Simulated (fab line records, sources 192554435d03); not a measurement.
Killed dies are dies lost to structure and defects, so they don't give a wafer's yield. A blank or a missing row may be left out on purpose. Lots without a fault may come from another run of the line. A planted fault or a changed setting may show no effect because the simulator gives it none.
fab line records | flow n5_finfet
record lots=11 wafers=31 last_day=17
route steps=1938 shown FIN_SAQP@130 BEOL_M4@1111 PASSIVATION@1936
lots that met no fault: from a run of the same line without faults
start_h: hours from the record's first day to the start of the lot's first wafer shown | wait_h: hours since the lot's step before | " the same as in the row above | L1.1+2: a row that stands for several wafers | - no value, or no start given | * or withheld: withheld | < > ~ a bound
route shown NAME@n: a module of which the file shows steps, and the number in the route of the first | usual: mean/standard deviation of fault-free wafers | same: alike in all rows | chamber/n: place in a boat | sites: the reading at each site | _std_site: their standard deviation | _edge_site: outer sites' mean less inner sites' | radius_mm: how far each site lies from the wafer's centre | mask NAME#n: copy n | behind: the tool/chamber that last shaped the wafer | hold: why the lot was held/for how many hours/how that ended | device: the transistor (n, p or np) that didn't switch | end of line: the same wafers' tests at the end of the route | a step without rows: its recipe alone | killed: dies lost to structure and defects at the first sort, not the wafer's yield | map: a wafer's dies, x killed, . not, _ none there
set.NAME: the setting as run; set.NAME@STEP: as run at that earlier step | model.NAME: the simulator's own value behind a step, which no gauge read
steps of the route over a sample of lots; a table a step, a row a wafer
services: from which hour (start_h, from the record's first day; less than 0 if before it) a tool's chamber was out of use, for how many hours, and why
## steps
# step N5_FIN_SAQP_ETCH_65
# recipe chemistry=CF4 target=SiO2 target_depth_a=40 ion_energy_ev=350 time_s=4.4 pressure_mtorr=10 icp_w=800 bias_w=400 cf4_flow_sccm=80
# usual bias_w=400.1/1.2 cf4_flow_sccm=80.03/0.22 drypump_motor_current_A=5.9/0.43 oes_product_au=1.000/0.025 throttle_valve_pct=21.84/0.15
# columns lot.wafer tool chamber start_h wait_h bias_w cf4_flow_sccm drypump_motor_current_A oes_product_au rf_hours_counter_h throttle_valve_pct
L984.2 rie_si-01 0 35.93 0.1 401.5 80.07 5.5 1.016 85 21.61
L984.5 " 3 " " 401.2 80.08 6.2 1.003 - 22.03
L984.6 " 2 " " 401.2 80.07 5.6 0.927 - 21.88
L986.1 rie_si-02 3 48.72 0.1 398.4 80.25 6.8 0.991 40 21.91
L986.6 " 1 " " 399.8 79.86 5.5 1.010 - 21.82
L987.1 rie_si-04 2 54.29 0.1 400.6 79.90 5.7 0.988 92 21.98
L987.3 " 0 " " 399.5 80.42 5.6 0.992 7 21.69
L988.3 rie_si-04 3 61.16 0.1 399.5 80.02 5.6 0.989 96 21.68
L988.4 " 2 " " 401.3 80.04 5.7 0.993 - 22.01
L988.5 " 0 " " 401.5 80.26 5.6 0.996 - 21.70
L989.1 rie_si-02 0 66.12 0.1 401.2 80.01 6.1 1.032 81 22.01
L989.5 " 1 " " 399.3 80.04 5.5 1.003 - 21.82
L989.6 " 3 " " 401.1 80.00 6.8 0.987 - 21.89
L990.1 rie_si-02 0 72.98 0.1 400.5 79.54 6.1 1.024 81 22.01
L990.5 " 2 " " 399.4 80.12 6.2 1.010 - 21.88
L990.6 " 3 " " 400.7 80.11 6.8 0.974 - 21.89
L994.1 rie_si-02 3 95.97 0.1 399.5 80.12 6.8 0.985 41 21.90
L994.3 " 0 " " 401.6 80.17 6.2 1.011 81 21.99
L994.5 " 0 " " 399.1 80.02 6.2 1.031 - 21.99
L996.1 rie_si-02 1 109.06 0.1 399.9 80.04 5.6 1.003 40 21.83
L996.2 " 3 " " 400.6 80.08 6.8 0.979 41 21.91
L996.5 " 2 " " 399.2 80.24 6.2 1.011 - 21.89
L997.1 rie_si-01 2 114.12 0.1 400.4 79.32 5.6 0.916 6 21.89
L997.4 " 0 " " 401.0 80.06 5.5 1.011 87 21.60
L997.6 " 3 " " 400.2 80.14 6.2 1.001 - 22.03
L998.1 rie_si-02 1 121.13 0.1 400.4 79.64 5.5 1.013 40 21.82
L998.2 " 0 " " 400.8 80.05 6.1 1.042 82 22.01
L998.3 " 2 " " 400.1 80.28 6.2 1.016 3 21.89
L102.1 rie_si-02 1 144.17 0.1 396.6 80.11 5.5 1.014 40 21.82
L102.2 " 3 " " 398.9 80.21 6.8 0.974 41 21.90
L102.5 " 1 " " 397.7 80.07 5.5 1.021 - 21.82
# step N5_FIN_SAQP_STRIP_77
# recipe chemistry=N2/H2 time_s=90 power_w=100 temp_c=40 pressure_mtorr=100 rf_frequency_hz=6e+07 bias_power_w=3 n2_flow_sccm=300 h2_flow_sccm=300
# usual drypump_motor_current_A=5.9/0.48 oes_product_au=0.82/0.087 rf_vpp_V=45.5/0.8 showerhead_plenum_p_Torr=3.47/0.11 throttle_valve_pct=12.10/0.26
# columns lot.wafer tool chamber start_h wait_h drypump_motor_current_A oes_product_au rf_hours_counter_h rf_vpp_V showerhead_plenum_p_Torr throttle_valve_pct
L984.2 rie_diel-04 3 37.59 0.0 6.3 0.91 29 45.4 3.47 11.94
L984.5 " 2 " " 6.2 0.88 - 44.3 3.61 12.19
L984.6 " 1 " " 5.8 0.74 - 46.0 3.51 12.21
L986.1 rie_diel-06 3 50.49 0.0 5.1 0.79 134 46.3 3.54 12.21
L986.6 " 1 " " 6.5 0.96 - 46.3 3.57 11.79
L987.1 rie_diel-05 2 56.04 0.0 5.4 0.90 36 44.4 3.31 11.75
L987.3 " 3 " " 5.9 0.74 175 47.9 3.47 11.82
L988.3 rie_diel-06 3 63.22 0.0 5.1 0.78 139 43.9 3.54 12.21
L988.4 " 0 " " 6.4 0.75 159 45.6 3.52 12.45
L988.5 " 0 " " 6.4 0.76 - 45.8 3.52 12.44
L989.1 rie_diel-06 1 67.83 0.0 6.5 0.94 8 44.2 3.57 11.80
L989.5 " 0 " " 6.4 0.76 - 45.1 3.52 12.48
L989.6 " 3 " " 5.0 0.79 - 45.7 3.54 12.21
L990.1 rie_diel-04 2 74.93 0.0 6.3 0.86 52 46.3 3.60 12.23
L990.5 " 3 " " 6.3 0.88 - 45.9 3.46 11.97
L990.6 " 2 " " 6.3 0.86 - 46.9 3.60 12.20
L994.1 rie_diel-05 3 97.80 0.0 5.8 0.73 191 46.0 3.46 11.87
L994.3 " 0 " " 6.2 0.96 2 45.8 3.56 11.63
L994.5 " 1 " " 5.8 0.77 - 45.4 3.53 12.50
L996.1 rie_diel-05 3 110.59 0.0 5.9 0.74 195 46.5 3.46 11.87
L996.2 " 2 " " 5.5 0.86 57 45.3 3.30 11.83
L996.5 " 0 " " 6.2 0.96 - 44.9 3.55 11.64
L997.1 rie_diel-05 0 115.65 0.0 6.2 0.94 9 45.4 3.55 11.64
L997.4 " 1 " " 5.9 0.77 126 45.6 3.53 12.50
L997.6 " 1 " " 5.9 0.77 - 44.9 3.53 12.49
L998.1 rie_diel-04 1 122.66 0.0 5.8 0.72 210 46.9 3.50 12.27
L998.2 " 2 " " 6.2 0.84 70 45.7 3.59 12.27
L998.3 " 0 " " 5.0 0.89 31 46.6 3.26 11.91
L102.1 rie_diel-06 0 145.85 0.0 6.4 0.73 189 45.5 3.50 12.53
L102.2 " 3 " " 5.0 0.75 166 45.0 3.52 12.29
L102.5 " 0 " " 6.4 0.73 - 46.5 3.50 12.53
# step N5_FIN_SAQP_ETCH_64
# recipe chemistry=CF4 target=SiO2 target_depth_a=15 ion_energy_ev=350 pressure_mtorr=10 icp_w=800 bias_w=400 cf4_flow_sccm=80
# usual bias_w=400.1/1.2 cf4_flow_sccm=79.99/0.24 drypump_motor_current_A=5.9/0.38 oes_product_au=0.994/0.028 throttle_valve_pct=21.81/0.17
# columns lot.wafer tool chamber start_h wait_h bias_w cf4_flow_sccm drypump_motor_current_A oes_product_au rf_hours_counter_h throttle_valve_pct
L984.2 rie_si-02 1 37.76 0.0 399.8 79.81 5.5 1.005 38 21.81
L984.5 " 3 " " 398.8 79.80 6.8 0.981 - 21.90
L984.6 " 1 " " 400.8 79.73 5.5 0.999 - 21.81
L986.1 rie_si-01 2 50.67 0.0 399.7 79.99 5.6 0.925 5 21.88
L986.6 " 1 " " 400.8 80.00 5.9 1.019 - 21.50
L987.1 rie_si-01 1 56.22 0.0 398.5 79.88 6.0 1.016 77 21.50
L987.3 " 0 " " 399.9 79.65 5.5 1.010 86 21.60
L988.3 rie_si-04 0 63.39 0.0 399.1 80.01 5.6 0.989 7 21.69
L988.4 " 2 " " 399.1 79.96 5.7 0.987 - 22.00
L988.5 " 3 " " 400.1 80.39 5.6 0.992 - 21.69
L989.1 rie_si-01 1 68.00 0.0 401.8 80.06 6.0 1.016 78 21.50
L989.5 " 3 " " 399.7 79.94 6.2 1.011 - 22.01
L989.6 " 2 " " 400.1 80.17 5.6 0.928 - 21.89
L990.1 rie_si-04 3 75.10 0.0 399.8 79.85 5.6 0.996 96 21.69
L990.5 " 2 " " 399.4 79.98 5.7 0.982 - 21.99
L990.6 " 1 " " 401.1 79.75 5.8 0.991 - 21.78
L994.1 rie_si-01 0 97.98 0.0 400.8 80.07 5.5 1.007 86 21.60
L994.3 " 1 " " 399.9 80.31 5.9 1.017 78 21.50
L994.5 " 1 " " 401.1 80.11 5.9 1.011 - 21.48
L996.1 rie_si-01 1 110.76 0.0 399.6 80.44 5.9 1.011 78 21.50
L996.2 " 2 " " 400.9 79.64 5.6 0.925 6 21.88
L996.5 " 0 " " 399.8 80.16 5.5 1.008 - 21.60
L997.1 rie_si-04 2 115.82 0.0 400.5 80.08 5.7 0.975 93 22.01
L997.4 " 3 " " 400.3 79.80 5.6 0.992 97 21.67
L997.6 " 3 " " 399.8 79.62 5.6 0.977 - 21.68
L998.1 rie_si-04 1 122.83 0.0 398.9 79.71 5.8 0.994 1 21.78
L998.2 " 0 " " 401.8 79.93 5.6 0.988 8 21.70
L998.3 " 3 " " 398.9 80.29 5.6 0.986 97 21.68
L102.1 rie_si-02 0 146.02 0.0 402.4 79.84 6.2 1.041 82 22.00
L102.2 " 3 " " 397.4 79.47 6.8 0.974 41 21.90
L102.5 " 2 " " 400.4 80.22 6.1 1.012 - 21.89
# step N5_FIN_SAQP_FIN_ETCH_36
# recipe chemistry=HBr/Cl2/O2 target_depth_a=1200 mask_material=SiNx time_s=50.4 bias_w=102 pressure_mtorr=10 icp_w=800 HBr_flow_sccm=150 Cl2_flow_sccm=80 O2_flow_sccm=12
# usual HBr_flow_sccm=150.0/0.47 O2_flow_sccm=12.00/0.034 drypump_motor_current_A=5.9/0.38 oes_product_au=0.995/0.022 throttle_valve_pct=36.0/0.35
# columns lot.wafer tool chamber start_h wait_h HBr_flow_sccm O2_flow_sccm drypump_motor_current_A oes_product_au rf_hours_counter_h throttle_valve_pct
L984.2 rie_si-02 1 37.78 0.0 149.7 11.99 5.5 0.986 38 36.2
L984.5 " 3 " " 149.3 12.02 6.8 0.971 - 35.9
L984.6 " 1 " " 149.5 11.96 5.5 0.992 - 36.2
L986.1 rie_si-01 2 50.69 0.0 149.6 11.95 5.6 0.939 5 36.1
L986.6 " 1 " " 149.6 11.98 6.0 1.018 - 35.9
L987.1 rie_si-01 1 56.24 0.0 150.8 11.94 5.9 1.010 77 35.9
L987.3 " 0 " " 150.1 11.96 5.5 1.010 86 36.0
L988.3 rie_si-04 0 63.41 0.0 - - - - - -
L988.4 " 2 " " - - - - - -
L988.5 " 3 " " - - - - - -
L989.1 rie_si-01 1 68.02 0.0 - - - - - -
L989.5 " 3 " " - - - - - -
L989.6 " 2 " " - - - - - -
L990.1 rie_si-04 3 75.12 0.0 - - - - - -
L990.5 " 2 " " - - - - - -
L990.6 " 1 " " - - - - - -
L994.1 rie_si-01 0 98.00 0.0 150.0 12.00 5.5 1.018 86 36.0
L994.3 " 1 " " 150.9 11.99 6.0 0.998 78 35.9
L994.5 " 1 " " 151.1 11.98 6.0 1.000 - 35.9
L996.1 rie_si-01 1 110.78 0.0 149.7 12.09 6.0 1.013 78 35.9
L996.2 " 2 " " 150.2 12.01 5.6 0.933 6 36.1
L996.5 " 0 " " 150.3 12.04 5.5 1.016 - 36.0
L997.1 rie_si-04 2 115.84 0.0 149.6 12.03 5.7 0.986 93 36.4
L997.4 " 3 " " 149.7 12.03 5.6 0.998 97 35.9
L997.6 " 3 " " 150.3 11.99 5.6 0.997 - 35.9
L998.1 rie_si-04 1 122.85 0.0 149.3 12.02 5.8 1.012 1 35.9
L998.2 " 0 " " 149.4 12.05 5.6 0.994 8 35.5
L998.3 " 3 " " 149.4 11.93 5.6 0.993 97 35.9
L102.1 rie_si-02 0 146.04 0.0 149.6 12.01 6.2 1.017 82 36.0
L102.2 " 3 " " 149.9 12.02 6.8 0.977 41 35.9
L102.5 " 2 " " 150.7 11.93 6.2 0.995 - 35.7
# step N5_FIN_SAQP_OCD_MEAS_76
# usual trench_depth_nm=119.9/2.9
# columns lot.wafer tool chamber start_h wait_h trench_depth_nm
L984.2 ocd-01 - 38.00 0.0 120.6
L984.5 " - " " 119.0
L984.6 " - " " 120.0
L986.1 ocd-01 - 50.94 0.0 113.8
L986.6 " - " " 121.4
L987.1 ocd-01 - 56.46 0.0 121.0
L987.3 " - " " 124.3
L988.3 ocd-01 - 63.64 0.0 0
L988.4 " - " " 0.0
L988.5 " - " " 0.3
L989.1 ocd-01 - 68.24 0.0 0.6
L989.5 " - " " 0.1
L989.6 " - " " 0.3
L990.1 ocd-01 - 75.34 0.0 0.5
L990.5 " - " " 0.3
L990.6 " - " " 0.2
L994.1 ocd-02 - 98.22 0.0 124.7
L994.3 " - " " 118.9
L994.5 " - " " 120.3
L996.1 ocd-02 - 111.00 0.0 120.4
L996.2 " - " " 112.4
L996.5 " - " " 124.9
L997.1 ocd-01 - 116.06 0.0 117.4
L997.4 " - " " 121.3
L997.6 " - " " 121.3
L998.1 ocd-02 - 123.07 0.0 119.1
L998.2 " - " " 119.8
L998.3 " - " " 120.8
L102.1 ocd-01 - 146.26 0.0 123.2
L102.2 " - " " 120.0
L102.5 " - " " 117.6
# step N5_BEOL_M4_RC_MEAS_101
# usual DIBL_N=35.3/2.5 DIBL_P=35/3.3 IOFF_N=0.15/0.049 IOFF_P=0.20/0.056 ION_N=673/16 ION_P=462/10 SS_N=71.2/0.85 SS_P=73.0/0.97 VT_N=252/4.9 VT_P=-251/5
# columns lot.wafer tool chamber start_h wait_h DIBL_N[mV/V] DIBL_P[mV/V] IOFF_N[nA/um] IOFF_P[nA/um] ION_N[uA/um] ION_P[uA/um] SS_N[mV/dec] SS_P[mV/dec] VT_N[mV] VT_P[mV]
L984.2 prober-02 0 195.20 0.2 40.5 41 0.25 0.29 710 483 72.2 74.0 244 -246
L984.5 " 0 " " 36.0 35 0.13 0.17 677 464 70.9 73.0 252 -254
L984.6 " 0 " " 39.7 40 0.21 0.25 681 463 72.3 73.7 248 -248
L987.1 prober-02 0 198.92 0.0 35.2 35 0.13 0.17 662 449 71.6 72.9 250 -253
L987.3 " 0 " " 32.3 32 0.09 0.13 655 454 70.1 73.1 256 -257
L986.1 prober-02 0 201.60 0.0 35.9 37 0.16 0.24 684 478 72.1 73.5 250 -249
L986.6 " 0 " " 34.6 35 0.13 0.20 676 471 71.6 73.7 252 -249
L996.1 prober-01 0 245.10 0.0 30.9 30 0.10 0.16 663 456 70.4 71.9 257 -247
L996.2 " 0 " " 30.3 31 0.09 0.19 652 472 69.6 71.8 254 -246
L996.5 " 0 " " 31.9 32 0.10 0.19 657 464 70.5 71.8 255 -245
L994.1 prober-02 0 245.24 0.0 32.9 32 0.09 0.14 649 452 71.6 72.4 257 -256
L994.3 " 0 " " 35.1 34 0.12 0.16 669 460 71.0 73.0 257 -256
L994.5 " 0 " " 36.9 37 0.15 0.19 671 461 71.4 73.3 255 -251
L997.1 prober-01 0 267.93 0.0 35.7 35 0.14 0.22 679 467 71.4 73.6 252 -247
L997.4 " 0 " " 35.8 37 0.15 0.27 676 478 71.1 73.7 251 -243
L997.6 " 0 " " 35.6 35 0.16 0.23 697 488 71.5 73.8 247 -243
L998.1 prober-02 0 273.40 0.0 37.0 39 0.18 0.28 683 471 71.1 73.8 246 -245
L998.2 " 0 " " 36.2 36 0.16 0.22 672 460 71.4 73.6 246 -247
L998.3 " 0 " " 36.2 36 0.15 0.21 682 465 70.8 73.3 246 -248
L102.1 prober-02 0 292.19 0.0 33.8 33 0.11 0.15 667 458 70.2 71.5 254 -256
L102.2 " 0 " " 34.3 34 0.11 0.15 678 467 70.8 71.8 258 -253
L102.5 " 0 " " 33.3 32 0.11 0.14 684 468 69.6 71.5 256 -257
# step N5_PASSIVATION_PROBE_49
# usual killed_at_M0_to_M3=33/9.9 killed_at_M4_up=15/5.6 killed_at_contacts=13/5.7 killed_at_front_end=38/12 killed_at_other=4/3.1 killed_dies=103/17 killed_on_rim=13/4 killed_open=66/13 killed_short=32/7.8
# same gross_dies=1180 killed_at_back_side=0
# columns lot.wafer tool chamber start_h wait_h killed_at_M0_to_M3 killed_at_M4_up killed_at_contacts killed_at_front_end killed_at_other killed_dies killed_on_rim killed_open killed_short
L986.1 prober-01 - 305.33 0.0 41 14 20 56 9 140 17 93 45
L986.6 prober-01 - 305.58 0.3 22 8 17 75 2 124 20 96 27
L988.3 prober-02 - 321.27 0.1 28 15 11 1123 3 1180 152 62 39
L988.4 prober-02 - 321.32 0.2 23 19 19 1118 1 1180 152 70 29
L988.5 prober-02 - 321.37 0.2 28 14 22 1114 2 1180 152 69 35
L990.1 prober-01 - 335.18 0.0 26 13 10 1129 2 1180 152 51 25
L990.5 prober-01 - 335.38 0.2 38 17 13 1095 17 1180 152 70 33
L990.6 prober-01 - 335.43 0.3 26 12 8 1127 7 1180 152 49 28
L996.1 prober-01 - 350.34 0.0 49 18 14 41 6 128 12 86 40
L996.2 prober-01 - 350.39 0.1 43 5 17 29 0 94 10 63 23
L996.5 prober-01 - 350.54 0.2 40 10 11 23 4 88 9 58 28
L994.1 prober-01 - 356.39 0.0 41 15 19 50 5 130 18 71 48
L994.3 prober-01 - 356.49 0.1 37 8 18 38 6 107 13 61 46
L994.5 prober-01 - 356.59 0.2 29 7 16 23 7 82 9 59 18
L998.1 prober-01 - 379.81 0.0 48 25 5 48 4 130 18 88 33
L998.2 prober-01 - 379.86 0.1 33 17 5 50 2 107 16 70 35
L998.3 prober-01 - 379.91 0.1 28 18 9 47 1 103 11 68 29
# killed by level:class
L986.1 MOL_CONTACT_COAG:geometric_particle:open=18 FIN_SAQP:geometric_particle:open=14 BEOL_M3:geometric_particle:open=13 STI_FIN_REVEAL:geometric_particle:open=11 FIN_SAQP:geometric_particle:short=10 BEOL_M1:geometric_particle:open=9 BEOL_M2:geometric_particle:open=6 BEOL_M0_SAQP:geometric_particle:short=6
L986.6 STI_FIN_REVEAL:geometric_particle:open=32 MOL_CONTACT_COAG:geometric_particle:open=15 FIN_SAQP:geometric_particle:open=11 BEOL_M0_SAQP:geometric_particle:open=10 BEOL_M3:geometric_particle:open=7 DUMMY_GATE:geometric_particle:short=5 GATE_CUT:geometric_particle:short=5 FIN_SAQP:geometric_particle:short=4
L988.3 FIN_SAQP:area_etch=1079 FIN_SAQP:geometric_particle:short=11 STI_FIN_REVEAL:geometric_particle:open=10 MOL_CONTACT_COAG:geometric_particle:open=9 GATE_CUT:geometric_particle:short=6 BEOL_M5:geometric_particle:open=6 BEOL_M1:geometric_particle:open=6 BEOL_M0_SAQP:geometric_particle:open=5
L988.4 FIN_SAQP:area_etch=1079 FIN_SAQP:geometric_particle:open=16 MOL_CONTACT_COAG:geometric_particle:open=15 BEOL_M0_SAQP:geometric_particle:short=7 BEOL_M0_SAQP:geometric_particle:open=7 BEOL_M4:geometric_particle:open=6 STARTING-WAFER:geometric_particle:open=4 FIN_SAQP:geometric_particle:short=4
L988.5 FIN_SAQP:area_etch=1075 MOL_CONTACT_COAG:geometric_particle:open=18 FIN_SAQP:geometric_particle:open=9 BEOL_M2:geometric_particle:open=8 FIN_SAQP:geometric_particle:short=7 BEOL_M1:geometric_particle:open=7 GATE_CUT:geometric_particle:open=6 BEOL_M0_SAQP:geometric_particle:short=6
L990.1 FIN_SAQP:area_etch=1102 BEOL_M0_SAQP:geometric_particle:open=7 STI_FIN_REVEAL:geometric_particle:open=7 MOL_CONTACT_COAG:geometric_particle:open=7 FIN_SAQP:geometric_particle:open=6 BEOL_M3:geometric_particle:open=6 GATE_CUT:geometric_particle:short=5 BEOL_M2:geometric_particle:open=4
L990.5 FIN_SAQP:area_etch=1075 BEOL_M3:geometric_particle:open=14 MOL_CONTACT_COAG:geometric_particle:open=11 BEOL_M4:geometric_particle:open=7 BEOL_M0_SAQP:geometric_particle:open=7 MIM_TOP_ETCH:geometric_particle:short=7 BEOL_M2:geometric_particle:open=7 BEOL_M0_SAQP:geometric_particle:short=6
L990.6 FIN_SAQP:area_etch=1103 BEOL_M3:geometric_particle:open=7 MOL_CONTACT_COAG:geometric_particle:open=6 FIN_SAQP:geometric_particle:short=5 STI_FIN_REVEAL:geometric_particle:open=5 BEOL_M1:geometric_particle:open=5 BEOL_M4:geometric_particle:open=5 ILD0:geometric_particle:short=3
L996.1 MOL_CONTACT_COAG:geometric_particle:open=14 BEOL_M0_SAQP:geometric_particle:open=13 BEOL_M0_SAQP:geometric_particle:short=11 FIN_SAQP:geometric_particle:open=9 BEOL_M4:geometric_particle:open=9 FIN_SAQP:geometric_particle:short=8 STI_FIN_REVEAL:geometric_particle:open=7 BEOL_M2:geometric_particle:open=7
L996.2 MOL_CONTACT_COAG:geometric_particle:open=14 BEOL_M0_SAQP:geometric_particle:open=14 BEOL_M0_SAQP:geometric_particle:short=8 BEOL_M3:geometric_particle:open=8 HKMG_FIN:area_etch=8 DUMMY_GATE:geometric_particle:open=5 STI_FIN_REVEAL:geometric_particle:open=4 STARTING-WAFER:geometric_particle:open=4
L996.5 BEOL_M3:geometric_particle:open=13 BEOL_M0_SAQP:geometric_particle:short=9 BEOL_M2:geometric_particle:open=9 MOL_CONTACT_COAG:geometric_particle:open=8 FIN_SAQP:geometric_particle:open=5 STARTING-WAFER:geometric_particle:open=5 BEOL_M4:geometric_particle:short=4 STI_FIN_REVEAL:geometric_particle:open=3
L994.1 FIN_SAQP:geometric_particle:short=16 MOL_CONTACT_COAG:geometric_particle:open=15 BEOL_M0_SAQP:geometric_particle:short=10 FIN_SAQP:geometric_particle:open=9 BEOL_M2:geometric_particle:open=8 BEOL_M4:geometric_particle:open=7 BEOL_M0_SAQP:geometric_particle:open=5 BEOL_M0:geometric_particle:open=5
L994.3 MOL_CONTACT_COAG:geometric_particle:open=11 GATE_CUT:geometric_particle:short=9 FIN_SAQP:geometric_particle:open=8 BEOL_M0_SAQP:geometric_particle:short=8 FIN_SAQP:geometric_particle:short=7 MOL_CONTACT_COAG:geometric_particle:short=7 BEOL_M1:geometric_particle:open=7 BEOL_M0_SAQP:geometric_particle:open=6
L994.5 MOL_CONTACT_COAG:geometric_particle:open=14 BEOL_M0:geometric_particle:open=7 BEOL_M1:geometric_particle:open=7 BEOL_M2:geometric_particle:open=5 FIN_SAQP:geometric_particle:open=4 DUMMY_GATE:geometric_particle:open=4 GATE_CUT:geometric_particle:short=4 PASS1_CAP:geometric_particle:open=3
L998.1 BEOL_M2:geometric_particle:open=15 BEOL_M4:geometric_particle:open=11 STI_FIN_REVEAL:geometric_particle:open=10 BEOL_M0:geometric_particle:open=10 BEOL_M0_SAQP:geometric_particle:open=8 HKMG_FIN:area_etch=8 FIN_SAQP:geometric_particle:short=7 BEOL_M5:geometric_particle:open=6
L998.2 STI_FIN_REVEAL:geometric_particle:open=21 BEOL_M4:geometric_particle:open=10 DUMMY_GATE:geometric_particle:open=9 BEOL_M1:geometric_particle:short=6 BEOL_M1:geometric_particle:open=6 BEOL_M2:geometric_particle:open=6 STARTING-WAFER:geometric_particle:short=6 BEOL_M0_SAQP:geometric_particle:short=4
L998.3 BEOL_M2:geometric_particle:open=17 STI_FIN_REVEAL:geometric_particle:open=9 GATE_CUT:geometric_particle:open=7 MOL_CONTACT_COAG:geometric_particle:open=7 BEOL_M4:geometric_particle:open=7 GATE_CUT:geometric_particle:short=5 FIN_SAQP:geometric_particle:short=4 DUMMY_GATE:geometric_particle:short=4
## services
# columns tool chamber start_h hours kind
rie_si-04 - 22.79 1.1 repair
rie_diel-06 1 26.36 - clean
rie_diel-06 1 26.36 - consumable_replace:focus_ring
rie_diel-06 1 26.36 - consumable_replace:showerhead
rie_diel-06 1 26.36 16.9 scheduled_down
rie_diel-06 1 26.36 16.9 vent_cycle
rie_si-04 1 40.83 - clean
rie_si-04 1 40.83 - consumable_replace:focus_ring
rie_si-04 1 40.83 23.6 scheduled_down
rie_si-04 1 40.83 23.6 vent_cycle
rie_si-04 3 41.88 2.1 repair
rie_diel-05 - 47.62 0.7 repair
rie_diel-06 2 59.96 2.2 repair
rie_diel-04 1 65.80 6.9 repair
rie_diel-05 0 73.10 - clean
rie_diel-05 0 73.10 - consumable_replace:focus_ring
rie_diel-05 0 73.10 - consumable_replace:showerhead
rie_diel-05 0 73.10 18.2 scheduled_down
rie_diel-05 0 73.10 18.2 vent_cycle
rie_si-01 0 83.12 11.9 repair
rie_si-02 3 93.25 2.0 repair
rie_si-04 3 101.02 8.2 repair
rie_diel-05 2 133.03 8.9 repair
rie_diel-04 - 137.93 0.3 repair
## key
first_sign step=N5_FIN_SAQP_FIN_ETCH_36 reading=tool_record direction=missing
effect step=N5_FIN_SAQP_OCD_MEAS_76 reading=trench_depth_nm direction=down sigmas=41 usual=119.9 struck=0.3
effect step=N5_PASSIVATION_PROBE_49 reading=killed_at_front_end direction=up sigmas=94 usual=38 struck=1118
more_kills_born_at N5_FIN_SAQP_FIN_ETCH_36@rie_si-04=6513
met_at N5_FIN_SAQP_FIN_ETCH_36
struck_lots L988,L989,L990
rows_end L989.1,L989.5,L989.6
later_rows_left_out L988.3,L988.4,L988.5,L990.1,L990.5,L990.6
tester_left_out L988,L990
not_acting_at N5_FIN_SAQP_ETCH_65,N5_FIN_SAQP_STRIP_77,N5_FIN_SAQP_ETCH_64
onset_between 56.24 63.41
fault kind=skipped_step_whole tool=rie_si-01,rie_si-04 chamber=- onset_h=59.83 steps=N5_FIN_SAQP_FIN_ETCH_36 scope=struck_lots_only
# tester_left_out: of these lots the tester's yield and bins aren't shown, on N5 and GAA mostly nor the transistor test; their killed dies are dies lost to structure and defects alone, not to doping, threshold or leakage, so they don't give the yield
# later_rows_left_out: the simulator's readings of these wafers behind a module that went badly wrong aren't trusted and aren't shown, but for the sort
# rows_end: these wafers met a further fault down the route, and their rows from its step on are left out
